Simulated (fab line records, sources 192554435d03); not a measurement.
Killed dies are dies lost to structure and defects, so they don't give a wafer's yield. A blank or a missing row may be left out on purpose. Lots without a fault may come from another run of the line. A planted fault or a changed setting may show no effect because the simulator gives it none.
Which tool did it? | flow n5_finfet | 10 lots, 30 wafers sampled, at 1 step of a route of 1938

WHAT THE GAUGES READ, wafer by wafer
N5_ILD0_THK_MEAS_08.
lot  | measured    | on            | thk_nm (nm)
L076 | day 4 03:25 | film_metro-02 | 140.8 140.8 140.8
L077 | day 4 14:25 | film_metro-02 | 137.1 138.4 137.7
L080 | day 5 02:58 | film_metro-01 | 137.1 137.6 137.8
L082 | day 5 17:20 | film_metro-01 | 141.0 140.5 140.8
L084 | day 6 00:43 | film_metro-02 | 139.5 138.7 140.9
L086 | day 6 16:51 | film_metro-01 | 139.6 140.2 139.3
L089 | day 7 06:07 | film_metro-01 | 139.2 139.4 140.1
L091 | day 7 18:53 | film_metro-01 | 140.2 139.8 139.0
L093 | day 8 10:07 | film_metro-01 | 140.0 139.5 138.6
L095 | day 8 17:59 | film_metro-01 | 137.4 136.2 136.2

WHICH TOOL RAN EACH LOT (tool, then ch and the chambers of the sampled wafers, then the start)
The record holds no process step before these readings.

THE ANSWER, worked out from the rows above alone
Rule: what is usual is taken from the lots themselves. Put in order of their means at a reading, lots are off if they are a third of the lots or fewer, leave a main group of 4 or more, and stand apart from it by a gap of 3 or more times the standard deviation of the main group's means; of several such gaps the widest counts. A main group whose means are all the same, to the digits that the tables above print for the reading, isn't used. A lot without any number at a reading at which 4 lots or more have one is off too. The other lots that the step has rows for count as sound.
No lot is off at any reading shown: from this, nothing can be told.

WHAT THE SIMULATOR HAD PUT IN
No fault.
